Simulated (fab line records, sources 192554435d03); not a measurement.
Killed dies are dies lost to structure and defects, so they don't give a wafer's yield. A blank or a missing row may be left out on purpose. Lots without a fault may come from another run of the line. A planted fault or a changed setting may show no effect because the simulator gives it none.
Chamber matching | flow n5_finfet | N5_BEOL_M4_ALD_98 on ald_sin-03: 4 sister chambers
The step deposits SiO2, target thk 2.5 nm, pulse time 1 s, co reactant pulse time 1 s. 4 wafers are shown with their chamber, then 9 later ones without.

WAFERS WITH THEIR CHAMBER
wafer  | chamber | heater_power_w (W)
L090.2 | 3       | 77
L092.1 | 2       | 72
L092.3 | 0       | 81
L092.6 | 1       | 70

WAFERS WITHOUT THEIR CHAMBER
wafer  | heater_power_w (W)
L094.1 | 69
L094.2 | 75
L094.3 | 71
L097.3 | 73
L097.4 | 80
L097.6 | 78
L096.1 | 71
L096.3 | 76
L096.5 | 80

WHICH CHAMBER EACH WENT THROUGH
wafer  | from the rows above     | in truth
L094.1 | can't be placed: 1 or 2 | 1
L094.2 | can't be placed: 3 or 2 | 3
L094.3 | can't be placed: 1 or 2 | 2
L097.3 | can't be placed: 2 or 1 | 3
L097.4 | can't be placed: 0 or 3 | 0
L097.6 | can't be placed: 3 or 0 | 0
L096.1 | can't be placed: 1 or 2 | 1
L096.3 | 3                       | 3
L096.5 | can't be placed: 0 or 3 | 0
Placed correctly: 1 of 9. Can't be placed from these rows: 8 (the true chamber is among the candidates in 7). Placed wrongly: 0.
How it was worked out, from the rows above alone: a wafer's distance from a chamber is the root of the sum, over the readings, of the square of ((its reading less the chamber's mean) divided by the reading's scatter). The wafer belongs to the nearest chamber; if the next one is less than 2 further off, it can't be placed. A chamber's mean is the mean of its shown wafers. The scatter: with one shown wafer a chamber, the root of the mean of the squares of how far each hidden wafer lies from its nearest shown one.
